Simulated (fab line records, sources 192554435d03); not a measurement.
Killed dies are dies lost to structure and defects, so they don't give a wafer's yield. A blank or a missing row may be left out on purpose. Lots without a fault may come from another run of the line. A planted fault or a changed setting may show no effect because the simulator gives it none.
Which tool did it? | flow n5_finfet | 11 lots, 33 wafers sampled, at 2 steps of a route of 1938

WHAT THE GAUGES READ, wafer by wafer
N5_BEOL_M13_INSPECT_12: inspects for defects (macro). Usual: raw_defect_count 2.3, standard deviation 1.5.
lot  | measured     | on                | raw_defect_count | flag
L409 | day 12 00:37 | defect_inspect-02 | 1 0 5            |
L410 | day 12 16:41 | defect_inspect-02 | 4 2 1            |
L412 | day 13 13:04 | defect_inspect-02 | 2 0 1            |
L414 | day 14 04:01 | defect_inspect-02 | 3 1 2            |
L422 | day 16 06:06 | defect_inspect-01 | 2 5 4            |
L423 | day 16 09:17 | defect_inspect-01 | 1 2 0            |
L425 | day 16 17:52 | defect_inspect-02 | 2 3 1            |
L427 | day 17 00:29 | defect_inspect-02 | 2 1 3            |
L431 | day 17 07:52 | defect_inspect-01 | 2 3 3            |
L428 | day 17 19:17 | defect_inspect-02 | 1 2 3            |
L429 | day 18 06:26 | defect_inspect-02 | 3 2 6            |

WHICH TOOL RAN EACH LOT (tool, then ch and the chambers of the sampled wafers, then the start)
lot  | N5_BEOL_M13_ILD_DEP_00
L409 | pecvd-02 ch 0,1,2, day 11 23:59
L410 | pecvd-03 ch 0,1,2, day 12 16:11
L412 | pecvd-01 ch 0,2, day 13 12:23
L414 | pecvd-01 ch 1,2, day 14 03:31
L422 | pecvd-01 ch 1,2, day 16 05:35
L423 | pecvd-03 ch 0,1,2, day 16 08:46
L425 | pecvd-01 ch 0,1, day 16 17:22
L427 | pecvd-03 ch 0,1, day 16 23:51
L431 | pecvd-01 ch 0,1,2, day 17 07:22
L428 | pecvd-02 ch 0,1,2, day 17 18:43
L429 | pecvd-03 ch 0,1,2, day 18 05:55
- N5_BEOL_M13_ILD_DEP_00: deposits SiOC from DEMS/O2, target thk 837.92 nm, time 166.4 s.

WHAT THE TOOLS THEMSELVES READ (means of the sampled wafers that have a number; where no wafer has one, the mark that the record gives instead)
N5_BEOL_M13_ILD_DEP_00. Usual: heater_power_w 497 W, standard deviation 73; showerhead_plenum_p_Torr 5.689 Torr, standard deviation 0.013; throttle_valve_pct 12.0 %, standard deviation 0.57.
lot  | tool     | heater_power_w (W) | showerhead_plenum_p_Torr (Torr) | throttle_valve_pct (%) | flag
L409 | pecvd-02 | 467                | 5.690                           | 11.7                   |
L410 | pecvd-03 | 560                | 5.687                           | 12.2                   |
L412 | pecvd-01 | 474                | 5.684                           | 12.3                   |
L414 | pecvd-01 | 419                | 5.707                           | 11.7                   |
L422 | pecvd-01 | 452                | 5.693                           | 12.1                   |
L423 | pecvd-03 | 564                | 5.695                           | 12.4                   |
L425 | pecvd-01 | 466                | 5.698                           | 11.7                   |
L427 | pecvd-03 | 597                | 5.677                           | 12.6                   |
L431 | pecvd-01 | 472                | 5.690                           | 11.9                   |
L428 | pecvd-02 | 417                | 5.691                           | 11.7                   |
L429 | pecvd-03 | 525                | 5.691                           | 12.5                   |

THE ANSWER, worked out from the rows above alone
Rule: a lot is off if the mean of its wafers that have a number lies more than 3 standard deviations from the usual mean. A lot without any number at a reading at which 4 lots or more have one is off too. The other lots that the step has rows for count as sound. The gauges are gone through in route order, then the tools' own readings, and for those a lot's mean is taken as printed above. The first step at which some lot is off is used, and at that step the reading that is off furthest; a lot without a number counts as furthest.
No lot is off at any reading shown: from this, nothing can be told.

WHAT THE SIMULATOR HAD PUT IN
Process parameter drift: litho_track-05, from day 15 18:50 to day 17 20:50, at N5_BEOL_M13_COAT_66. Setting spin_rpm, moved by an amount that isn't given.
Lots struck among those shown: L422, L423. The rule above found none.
